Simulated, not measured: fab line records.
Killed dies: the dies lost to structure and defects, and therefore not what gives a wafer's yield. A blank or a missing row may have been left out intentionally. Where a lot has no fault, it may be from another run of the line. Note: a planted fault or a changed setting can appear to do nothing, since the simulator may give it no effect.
fab line records	flow n5Finfet
record lots=7	wafers=21
route steps=1938 shown SD_ACTIVATION@331 HKMG_FIN@386 GATE_CUT@478 MOL_CONTACT_COAG@559 BEOL_M0_SAQP@693
startH: hours from the record's first day to the start of the lot's first wafer shown	waitH: time in hours since the lot's previous step	" same as the row above	L1.1+2: one row covering several wafers at once	- value missing, or start not given	* or withheld: withheld	< > ~ a bound
route shown NAME@n: NAME is a module with steps in the file, n the number in the route of the first one	usual: mean and standard deviation over wafers with no fault	same: alike in all rows	chamber/n: place in a boat	sites: per-site readings	_std_site: the values' standard deviation	_edge_site: mean of outer sites minus mean of inner sites	radiusMm: how far each site lies from the wafer's centre	mask NAME#n: copy n	behind: the most recent tool/chamber to have shaped the wafer	hold: reason for holding the lot/hours on hold/outcome of the hold	device: whichever transistor did not switch (one of n, p or np)	end of line: tests of these same wafers at the route's end	a step given without rows: its recipe and nothing more	killed: dies that structure and defects cost at the first sort, which is not the same as the wafer's yield	map: per-die view of a wafer (x killed, . not killed, _ where there is no die)
set.NAME: the setting as run; set.NAME@STEP: as run at that earlier step	model.NAME: the simulator's own value behind a step, which no gauge read
lots where settings were altered on purpose, with a table for each step and a row for each wafer
## steps
# step N5_SD_ACTIVATION_LSA_01
# recipe tempC=1080	timeS=0.0008	ambient=N2
# usual wafer_temp_C_max=1084.6/1.5
lot.wafer	tool	chamber	startH	waitH	set.tempC	wafer_temp_C_max
L077.1	laserAnneal-02	0	75.48	0.2	1080	1084.1
L077.3	"	0	"	"	1080	1084.3
L077.4	"	0	"	"	1080	1083.8
L081.3	laserAnneal-02	0	100.21	0.3	1080	1083.7
L081.5	"	0	"	"	1080	1082.6
L081.6	"	0	"	"	1080	1083.7
L088.1	laserAnneal-01	0	142.91	0.2	1080	1085.1
L088.3	"	0	"	"	1080	1084.3
L088.5	"	0	"	"	1057	1061.5
L090.1	laserAnneal-02	0	153.58	0.2	1080	1084.2
L090.4	"	0	"	"	1080	1084.4
L090.5	"	0	"	"	1080	1083.7
L091.3	laserAnneal-01	0	160.13	0.2	1071	1077.1
L091.4	"	0	"	"	1080	1085.0
L091.6	"	0	"	"	1080	1086.2
L095.3	laserAnneal-01	0	184.65	0.2	1050	1054.7
L095.4	"	0	"	"	1050	1054.0
L095.6	"	0	"	"	1080	1085.2
L096.1	laserAnneal-02	0	189.90	0.2	1103	1107.6
L096.4	"	0	"	"	1080	1083.5
L096.5	"	0	"	"	1080	1082.2
# step N5_SD_ACTIVATION_RS_MEAS_03
# recipe thkMeasGauge=four-point-probe
# usual RS_SD_N=21.9/0.3	RS_SD_P=55.8/0.77
lot.wafer	tool	chamber	startH	waitH	set.tempC@SD_ACTIVATION_LSA_01	RS_SD_N[ohm/sq]	RS_SD_P[ohm/sq]
L077.1	filmMetro-01	-	75.68	0.2	1080	21.6	56.3
L077.3	"	-	"	"	1080	21.7	56.1
L077.4	"	-	"	"	1080	21.6	56.6
L081.3	filmMetro-02	-	100.39	0.2	1080	21.6	56.0
L081.5	"	-	"	"	1080	21.6	55.9
L081.6	"	-	"	"	1080	21.8	56.2
L088.1	filmMetro-01	-	143.12	0.2	1080	21.8	56.1
L088.3	"	-	"	"	1080	22.0	57.0
L088.5	"	-	"	"	1057	24.4	57.0
L090.1	filmMetro-01	-	153.78	0.2	1080	22.4	55.4
L090.4	"	-	"	"	1080	22.6	55.6
L090.5	"	-	"	"	1080	22.4	55.5
L091.3	filmMetro-01	-	160.32	0.2	1071	23.2	56.1
L091.4	"	-	"	"	1080	22.3	56.5
L091.6	"	-	"	"	1080	22.2	56.4
L095.3	filmMetro-01	-	184.84	0.2	1050	25.3	57.4
L095.4	"	-	"	"	1050	25.3	56.4
L095.6	"	-	"	"	1080	22.0	56.0
L096.1	filmMetro-01	-	190.11	0.2	1103	19.8	55.1
L096.4	"	-	"	"	1080	22.0	55.4
L096.5	"	-	"	"	1080	22.2	55.7
# step N5_HKMG_FIN_HK_ALD_01
# recipe material=HfO2	targetThkA=16	tempC=withheld	aldPrecursorFamily=HfCl4	aldCoReactant=H2O	pulseTimeS=3	purgeTimeS=3	coReactantPurgeTimeS=2.5	coReactantPulseTimeS=0.3	aldCycles=30
lot.wafer	tool	chamber	startH	waitH	set.aldCycles
L077.1	aldHk-02	3	87.72	0.0	28
L077.3+4	"	2,1	"	"	30
L081.3+5+6	aldHk-01	1,0,3	113.83	0.0	30
L088.1+3+5	aldHk-03	3,0,2	155.15	0.1	30
L090.1+4+5	aldHk-02	2,0,3	165.68	0.0	30
L091.3+6	aldHk-02	2,3	172.17	0.0	28
L091.4	"	1	"	"	30
L095.3+4+6	aldHk-02	1,2,3	197.36	0.0	30
L096.1	aldHk-02	0	202.77	0.0	30
L096.4+5	"	2,3	"	"	27
# step N5_HKMG_FIN_ALD_36
# recipe material=TiN	targetThkA=10	tempC=400	aldPrecursorFamily=TiCl4	aldCoReactant=NH3	pulseTimeS=1	purgeTimeS=3	coReactantPurgeTimeS=2	coReactantPulseTimeS=2	aldCycles=47	pressureTorr=3
lot.wafer	tool	chamber	startH	waitH	set.aldCycles
L077.1	aldMetal-01	2	90.88	0.0	47
L077.3+4	"	1,3	"	"	53
L081.3	aldMetal-04	0	117.46	0.0	47
L081.5+6	"	0,3	"	"	53
L088.1+3	aldMetal-01	2,1	158.39	0.0	49
L088.5	"	1	"	"	47
L090.1+4+5	aldMetal-01	0,3,2	169.17	0.0	47
L091.3+4+6	aldMetal-03	0,2,1	175.33	0.0	47
L095.3+6	aldMetal-04	2	200.69	0.0	42
L095.4	"	1	"	"	47
L096.1+4+5	aldMetal-01	3,1,2	206.18	0.0	47
# step N5_HKMG_FIN_THK_MEAS_70
# recipe thkMeasGauge=xrf	reads=HfO2_of_HKMG_FIN_HK_ALD_01
# usual HK_THK=1.602/0.017
lot.wafer	tool	chamber	startH	waitH	set.aldCycles@HKMG_FIN_HK_ALD_01	HK_THK[nm]
L077.1	filmMetro-02	-	91.16	0.2	28	1.507
L077.3	"	-	"	"	30	1.579
L077.4	"	-	"	"	30	1.582
L081.3	filmMetro-02	-	117.74	0.2	30	1.568
L081.5	"	-	"	"	30	1.571
L081.6	"	-	"	"	30	1.575
L088.1	filmMetro-02	-	158.67	0.2	30	1.607
L088.3	"	-	"	"	30	1.622
L088.5	"	-	"	"	30	1.630
L090.1	filmMetro-01	-	169.45	0.2	30	1.603
L090.4	"	-	"	"	30	1.609
L090.5	"	-	"	"	30	1.606
L091.3	filmMetro-02	-	175.61	0.2	28	1.490
L091.4	"	-	"	"	30	1.598
L091.6	"	-	"	"	28	1.488
L095.3	filmMetro-02	-	200.97	0.2	30	1.624
L095.4	"	-	"	"	30	1.644
L095.6	"	-	"	"	30	1.599
L096.1	filmMetro-01	-	206.46	0.2	30	1.581
L096.4	"	-	"	"	27	1.440
L096.5	"	-	"	"	27	1.431
# step N5_GATE_CUT_COAT_34
# recipe resist=SOC	tempC=250	timeS=60	spinRpm=1500	resistThkNm=60
lot.wafer	tool	chamber	startH	waitH	set.spinRpm	model.SOC_of_GATE_CUT_COAT_34.thkNm
L077.1	lithoTrack-02	0	101.34	0.1	1500	60.2
L077.3	"	0	"	"	1500	60
L077.4	"	0	"	"	1660	57.2
L081.3	lithoTrack-03	0	126.49	0.0	1500	59.8
L081.5+6	"	0	"	"	1500	60
L088.1	lithoTrack-03	0	167.43	0.0	1500	59.8
L088.3+5	"	0	"	"	1500	60
L090.1+4+5	lithoTrack-02	0	178.54	0.0	1500	60.4
L091.3	lithoTrack-03	0	186.36	0.0	1500	59.8
L091.4+6	"	0	"	"	1614	57.8
L095.3	lithoTrack-02	0	210.25	0.0	1500	60
L095.4	"	0	"	"	1338	63.6
L095.6	"	0	"	"	1500	60.2
L096.1+5	lithoTrack-02	0	215.24	0.1	1500	60.2
L096.4	"	0	"	"	1500	60
# step N5_GATE_CUT_COAT_35
# recipe resist=SiARC	tempC=220	timeS=60	spinRpm=1500	resistThkNm=10
# step N5_GATE_CUT_COAT_27
# recipe resist=underlayer	tempC=205	timeS=60	spinRpm=1500	resistThkNm=10
# step N5_GATE_CUT_ETCH_28
# recipe chemistry=N2/H2	target=underlayer	targetDepthA=130	maskMaterial=CAR-EUV	timeS=10.4	ionEnergyEv=200	pressureMtorr=30	sourceW=840	biasW=150	n2FlowSccm=200	h2FlowSccm=200	ends=cleared
# step N5_GATE_CUT_ETCH_36
# recipe chemistry=CF4	target=SiARC	targetDepthA=130	maskMaterial=CAR-EUV	timeS=21.7	ionEnergyEv=80	pressureMtorr=40	sourceW=545	biasW=36	Ar_flow_sccm=100	cf4FlowSccm=100	ends=cleared
# step N5_GATE_CUT_ETCH_37
# recipe chemistry=N2/H2	target=SOC	targetDepthA=600	overetchA=120	maskMaterial=SiARC	tempC=40	timeS=90	ionEnergyEv=200	pressureMtorr=30	sourceW=840	biasW=150	n2FlowSccm=200	h2FlowSccm=200
lot.wafer	tool	chamber	startH	waitH	set.spinRpm@GATE_CUT_COAT_34	model.etch.depthNm
L077.1	rieDiel-02	1	101.96	0.0	1500	60.11
L077.3	"	0	"	"	1500	60.06
L077.4	"	3	"	"	1660	57.14
L081.3	rieDiel-04	3	127.09	0.0	1500	59.81
L081.5	"	3	"	"	1500	59.97
L081.6	"	0	"	"	1500	59.94
L088.1	rieDiel-04	0	168.03	0.0	1500	59.9
L088.3	"	2	"	"	1500	60
L088.5	"	0	"	"	1500	59.93
L090.1	rieDiel-02	0	179.13	0.0	1500	60.34
L090.4	"	3	"	"	1500	60.32
L090.5	"	1	"	"	1500	60.31
L091.3	rieDiel-02	0	186.96	0.0	1500	59.78
L091.4	"	2	"	"	1614	57.73
L091.6	"	0	"	"	1614	57.86
L095.3	rieDiel-02	3	210.72	0.0	1500	60.06
L095.4	"	2	"	"	1338	63.67
L095.6	"	3	"	"	1500	60.17
L096.1	rieDiel-02	0	215.84	0.0	1500	60.19
L096.4	"	2	"	"	1500	60.09
L096.5	"	3	"	"	1500	60.17
# step N5_GATE_CUT_STRIP_38
# recipe chemistry=N2/H2	tempC=40	n2FlowSccm=200	h2FlowSccm=200	rfFrequencyHz=6e+07
# step N5_GATE_CUT_STRIP_39
# recipe chemistry=N2/H2	tempC=40	n2FlowSccm=200	h2FlowSccm=200	rfFrequencyHz=6e+07
# step N5_GATE_CUT_HM_OPEN_40
# recipe chemistry=C4F6/O2	target=SiO2	maskMaterial=SiARC	targetDepthA=1390	timeS=85.1	ionEnergyEv=250	pressureMtorr=30	sourceW=345	biasW=185	Ar_flow_sccm=300	C4F6_flow_sccm=10	O2_flow_sccm=10	ends=cleared
lot.wafer	tool	chamber	startH	waitH	set.spinRpm@GATE_CUT_COAT_34	model.SOC_of_GATE_CUT_COAT_34.thkNm
L077.1+3	rieDiel-02	1,0	102.04	0.0	1500	32.6
L077.4	"	3	"	"	1660	29.4
L081.3	rieDiel-04	3	127.18	0.0	1500	32.8
L081.5	"	3	"	"	1500	32.6
L081.6	"	0	"	"	1500	32.2
L088.1	rieDiel-04	0	168.11	0.0	1500	32.4
L088.3	"	2	"	"	1500	32.8
L088.5	"	0	"	"	1500	32.6
L090.1	rieDiel-02	0	179.22	0.0	1500	32.8
L090.4	"	3	"	"	1500	33.2
L090.5	"	1	"	"	1500	33
L091.3	rieDiel-02	0	187.04	0.0	1500	31.8
L091.4+6	"	2,0	"	"	1614	30.4
L095.3	rieDiel-02	3	210.81	0.0	1500	33
L095.4	"	2	"	"	1338	36.2
L095.6	"	3	"	"	1500	32.8
L096.1+4+5	rieDiel-02	0,2,3	215.92	0.0	1500	32.4
# step N5_MOL_CONTACT_COAG_ALD_27
# recipe material=SiOC	targetThkA=170	tempC=400	aldPrecursorFamily=carbosiloxane	aldCoReactant=H2-plasma	pulseTimeS=1.5	timeS=2720	purgeTimeS=2	coReactantPurgeTimeS=2	aldCycles=340	pressureTorr=2
lot.wafer	tool	chamber	startH	waitH	set.aldCycles	model.SiOC_of_MOL_CONTACT_COAG_ALD_27.thkNm
L077.1+4	aldSin-02	3,0	113.45	0.0	386	19.4
L077.3	"	1	"	"	340	17
L081.3	aldSin-03	2	137.26	0.5	340	17
L081.5+6	"	0,1	"	"	340	17.2
L088.1	aldSin-01	1	176.95	0.0	340	16.8
L088.3	"	0	"	"	307	15.2
L088.5	"	3	"	"	340	17
L090.1+4+5	aldSin-03	3,0,1	191.85	0.4	340	17
L091.3+4+6	aldSin-03	2,0,0	197.05	0.0	340	17
L095.3+4+6	aldSin-02	2,0,1	221.53	0.0	340	17
L096.1	aldSin-01	3	226.82	0.0	340	17
L096.4+5	"	2,0	"	"	361	18
# step N5_MOL_CONTACT_COAG_COAT_77
# recipe resist=underlayer	tempC=205	timeS=60	spinRpm=1500	resistThkNm=10
lot.wafer	tool	chamber	startH	waitH	set.spinRpm	model.underlayer_of_MOL_CONTACT_COAG_COAT_77.thkNm
L077.1+4	lithoTrack-04	0	-	-	1665	9.4
L077.3	"	0	"	"	1500	10
L081.3+6	lithoTrack-01	0	-	-	1614	9.6
L081.5	"	0	"	"	1500	10
L088.1+5	lithoTrack-01	0	-	-	1500	10
L088.3	"	0	"	"	1553	9.8
L090.1+4+5	lithoTrack-04	0	-	-	1500	10
L091.3+4+6	lithoTrack-01	0	-	-	1500	10
L095.3+4	lithoTrack-05	0	-	-	1500	10
L095.6	"	0	"	"	1456	10.2
L096.1+4	lithoTrack-01	0	-	-	1500	10
L096.5	"	0	"	"	1554	9.8
# step N5_MOL_CONTACT_COAG_COAT_78
# recipe resist=CAR-EUV	spinRpm=1500	resistThkNm=40
# step N5_MOL_CONTACT_COAG_EBR_80
# recipe solvent=PGMEA	ebrWidthMm=1.5
# step N5_MOL_CONTACT_COAG_DESCUM_88
# recipe chemistry=O2	timeS=7	sourcePowerW=50	biasPowerW=20	pressureMtorr=20	rfFrequencyHz=2.712e+07	tempC=40	resist=CAR-EUV	o2FlowSccm=225
# step N5_MOL_CONTACT_COAG_ETCH_89
# recipe chemistry=N2/H2	target=underlayer	targetDepthA=130	maskMaterial=CAR-EUV	timeS=10.4	ionEnergyEv=200	pressureMtorr=30	sourceW=840	biasW=150	n2FlowSccm=200	h2FlowSccm=200	ends=cleared
lot.wafer	tool	chamber	startH	waitH	set.spinRpm@MOL_CONTACT_COAG_COAT_77	model.CAR-EUV_of_MOL_CONTACT_COAG_COAT_78.thkNm	model.etch.depthNm
L077.1	rieDiel-06	1	116.48	0.0	1665	25	9.472
L077.3	"	0	"	"	1500	24.4	9.952
L077.4	"	2	"	"	1665	25	9.451
L081.3	rieDiel-06	1	140.29	0.0	1614	25.2	9.682
L081.5	"	3	"	"	1500	24.6	10.04
L081.6	"	2	"	"	1614	25.2	9.658
L088.1	rieDiel-01	2	180.57	0.0	1500	24.6	10
L088.3	"	1	"	"	1553	24.8	9.849
L088.5	"	1	"	"	1500	24.6	10.03
L090.1	rieDiel-06	2	194.78	0.0	1500	24.8	9.98
L090.4	"	0	"	"	1500	24.4	9.993
L090.5	"	0	"	"	1500	24.2	10.03
L091.3	rieDiel-06	0	200.06	0.0	1500	24.6	10.03
L091.4	"	0	"	"	1500	24.6	10.01
L091.6	"	3	"	"	1500	24.6	10.05
L095.3+4	rieDiel-06	3	224.57	0.0	1500	24.6	10.01
L095.6	"	2	"	"	1456	24.4	10.18
L096.1	rieDiel-01	2	229.86	0.0	1500	24.4	10.01
L096.4	"	0	"	"	1500	24.4	10.05
L096.5	"	1	"	"	1554	24.6	9.876
# step N5_MOL_CONTACT_COAG_ALD_133
# recipe material=SiO2	targetThkA=50	tempC=100	aldPrecursorFamily=BDEAS	aldCoReactant=O2-plasma	pulseTimeS=1	coReactantPulseTimeS=1	purgeTimeS=2	coReactantPurgeTimeS=2	aldCycles=35	pressureTorr=2
lot.wafer	tool	chamber	startH	waitH	set.aldCycles	model.SiO2_of_MOL_CONTACT_COAG_ALD_133.thkNm
L077.1+3+4	aldSin-02	2,3,1	117.95	0.1	31	4.4
L081.3+5+6	aldSin-03	1,0,1	141.95	0.2	35	5
L088.1	aldSin-01	3	182.21	0.1	41	5.8
L088.3+5	"	2,3	"	"	35	5
L090.1+4+5	aldSin-01	2,1,1	196.57	0.1	35	5
L091.3+4	aldSin-03	1,2	201.41	0.1	40	5.8
L091.6	"	0	"	"	35	5
L095.3	aldSin-02	3	225.92	0.1	35	5
L095.4+6	"	0,1	"	"	33	4.6
L096.1+5	aldSin-02	1	233.24	1.8	35	5
L096.4	"	3	"	"	38	5.4
# step N5_MOL_CONTACT_COAG_VIA_ETCH_117
# recipe chemistry=C4F6/O2	targetDepthA=400	overetchA=80	maskMaterial=SOC	target=SiO2	biasW=455	pressureMtorr=10	timeS=26	sourceW=325	Ar_flow_sccm=300	C4F6_flow_sccm=10	O2_flow_sccm=10	ionEnergyEv=575.3	ends=endPoint
# usual rfVppV=1575/26
lot.wafer	tool	chamber	startH	waitH	set.biasW	rfVppV
L077.1	rieDiel-06	1	118.29	0.0	455	1576
L077.3	"	2	"	"	373.9	1385
L077.4	"	0	"	"	373.9	1325
L081.3	rieDiel-06	2	142.28	0.0	455	1604
L081.5	"	2	"	"	455	1604
L081.6	"	3	"	"	455	1550
L088.1	rieDiel-05	2	182.56	0.0	432.8	1529
L088.3	"	1	"	"	455	1578
L088.5	"	0	"	"	455	1610
L090.1	rieDiel-05	0	196.90	0.0	455	1611
L090.4	"	1	"	"	455	1578
L090.5	"	1	"	"	455	1578
L091.3	rieDiel-06	3	201.75	0.0	516.9	1704
L091.4	"	3	"	"	516.9	1702
L091.6	"	0	"	"	455	1535
L095.3	rieDiel-05	1	226.25	0.0	455	1578
L095.4	"	3	"	"	455	1544
L095.6	"	2	"	"	455	1585
L096.1	rieDiel-05	1	233.57	0.0	416.4	1477
L096.4	"	3	"	"	455	1542
L096.5	"	1	"	"	416.4	1479
# step N5_BEOL_M0_SAQP_ETCH_88
# recipe chemistry=N2/H2	target=underlayer	targetDepthA=65	timeS=5.2	ionEnergyEv=200	maskMaterial=CAR-EUV	pressureMtorr=30	sourceW=840	biasW=150	n2FlowSccm=200	h2FlowSccm=200	ends=cleared
# usual etchRfOnTimeS=5.24/0.099	rfVppV=522.8/2.7
lot.wafer	tool	chamber	startH	waitH	set.sourceW	etchRfOnTimeS	rfVppV
L077.1	rieDiel-04	1	135.53	0.0	840	5.14	522.9
L077.3	"	2	"	"	840	5.26	524.5
L077.4	"	0	"	"	840	5.22	518.0
L081.3	rieDiel-02	1	153.80	0.0	796.6	5.52	537.8
L081.5	"	1	"	"	840	5.26	526.1
L081.6	"	0	"	"	840	5.40	525.5
L088.1	rieDiel-03	1	196.11	0.0	840	5.23	527.0
L088.3	"	0	"	"	979.3	4.58	496.3
L088.5	"	3	"	"	840	5.18	525.6
L090.1	rieDiel-04	0	209.69	0.0	840	5.36	518.7
L090.4	"	3	"	"	840	5.24	523.2
L090.5	"	0	"	"	840	5.39	519.0
L091.3	rieDiel-04	3	212.56	0.0	840	5.32	523.3
L091.4	"	2	"	"	788.4	5.65	535.8
L091.6	"	3	"	"	788.4	5.55	534.7
L095.3	rieDiel-04	1	237.20	0.0	906.4	4.89	509.5
L095.4	"	2	"	"	840	5.29	523.6
L095.6	"	1	"	"	840	5.18	522.0
L096.1	rieDiel-04	3	247.35	0.0	840	5.18	523.9
L096.4	"	1	"	"	840	5.19	519.9
L096.5	"	1	"	"	840	5.24	521.8
# step N5_BEOL_M0_SAQP_ALD_48
# recipe material=SiO2	targetThkA=200	tempC=100	aldPrecursorFamily=BDEAS	aldCoReactant=O2-plasma	pulseTimeS=1	coReactantPulseTimeS=1	purgeTimeS=2	coReactantPurgeTimeS=2	aldCycles=139	pressureTorr=2
lot.wafer	tool	chamber	startH	waitH	set.aldCycles	model.SiO2_of_BEOL_M0_SAQP_ALD_48.thkNm
L077.1+3	aldSin-04	3,2	136.47	0.7	139	20
L077.4	"	1	"	"	151	21.6
L081.3+5	aldSin-03	1	154.11	0.1	139	19.8
L081.6	"	2	"	"	139	20
L088.1	aldSin-04	1	196.43	0.1	139	20
L088.3	"	0	"	"	132	18.8
L088.5	"	1	"	"	132	19
L090.1+4+5	aldSin-03	0,3,1	209.94	0.0	139	20
L091.3+4	aldSin-02	1,2	213.06	0.3	125	18
L091.6	"	1	"	"	139	20
L095.3+6	aldSin-02	0,3	237.52	0.1	153	21.8
L095.4	"	3	"	"	139	20
L096.1+5	aldSin-02	1,3	247.60	0.0	139	20
L096.4	"	0	"	"	160	23
## key
split step=N5_SD_ACTIVATION_LSA_01	setting=tempC	stated=1080	by=wafer
response step=N5_SD_ACTIVATION_LSA_01	reading=wafer_temp_C_max	change=*	per=1%	r=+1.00
response step=N5_SD_ACTIVATION_RS_MEAS_03	reading=RS_SD_N	change=-1.15	per=1%	r=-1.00
split step=N5_HKMG_FIN_HK_ALD_01	setting=aldCycles	stated=30	by=wafer
response step=N5_HKMG_FIN_THK_MEAS_70	reading=HK_THK	change=+0.0141	per=1%	r=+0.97
split step=N5_HKMG_FIN_ALD_36	setting=aldCycles	stated=47	by=wafer
response none clear
split step=N5_GATE_CUT_COAT_34	setting=spinRpm	stated=1500	by=wafer
response step=N5_GATE_CUT_COAT_34	reading=model.SOC_of_GATE_CUT_COAT_34.thkNm	change=-0.291	per=1%	r=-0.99
response step=N5_GATE_CUT_ETCH_37	reading=model.etch.depthNm	change=-0.295	per=1%	r=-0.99
response step=N5_GATE_CUT_HM_OPEN_40	reading=model.SOC_of_GATE_CUT_COAT_34.thkNm	change=-0.279	per=1%	r=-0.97
split step=N5_MOL_CONTACT_COAG_ALD_27	setting=aldCycles	stated=340	by=wafer
response step=N5_MOL_CONTACT_COAG_ALD_27	reading=model.SiOC_of_MOL_CONTACT_COAG_ALD_27.thkNm	change=+0.175	per=1%	r=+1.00
split step=N5_MOL_CONTACT_COAG_COAT_77	setting=spinRpm	stated=1500	by=wafer
response step=N5_MOL_CONTACT_COAG_COAT_77	reading=model.underlayer_of_MOL_CONTACT_COAG_COAT_77.thkNm	change=-0.0548	per=1%	r=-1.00
response step=N5_MOL_CONTACT_COAG_ETCH_89	reading=model.CAR-EUV_of_MOL_CONTACT_COAG_COAT_78.thkNm	change=+0.0619	per=1%	r=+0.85
response step=N5_MOL_CONTACT_COAG_ETCH_89	reading=model.etch.depthNm	change=-0.0462	per=1%	r=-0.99
split step=N5_MOL_CONTACT_COAG_ALD_133	setting=aldCycles	stated=35	by=wafer
response step=N5_MOL_CONTACT_COAG_ALD_133	reading=model.SiO2_of_MOL_CONTACT_COAG_ALD_133.thkNm	change=+0.0511	per=1%	r=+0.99
split step=N5_MOL_CONTACT_COAG_VIA_ETCH_117	setting=biasW	stated=455	by=wafer
response step=N5_MOL_CONTACT_COAG_VIA_ETCH_117	reading=rfVppV	change=+11.8	per=1%	r=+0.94
split step=N5_BEOL_M0_SAQP_ETCH_88	setting=sourceW	stated=840	by=wafer
response step=N5_BEOL_M0_SAQP_ETCH_88	reading=etchRfOnTimeS	change=*	per=1%	r=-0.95
response step=N5_BEOL_M0_SAQP_ETCH_88	reading=rfVppV	change=-1.84	per=1%	r=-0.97
split step=N5_BEOL_M0_SAQP_ALD_48	setting=aldCycles	stated=139	by=wafer
response step=N5_BEOL_M0_SAQP_ALD_48	reading=model.SiO2_of_BEOL_M0_SAQP_ALD_48.thkNm	change=+0.194	per=1%	r=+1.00
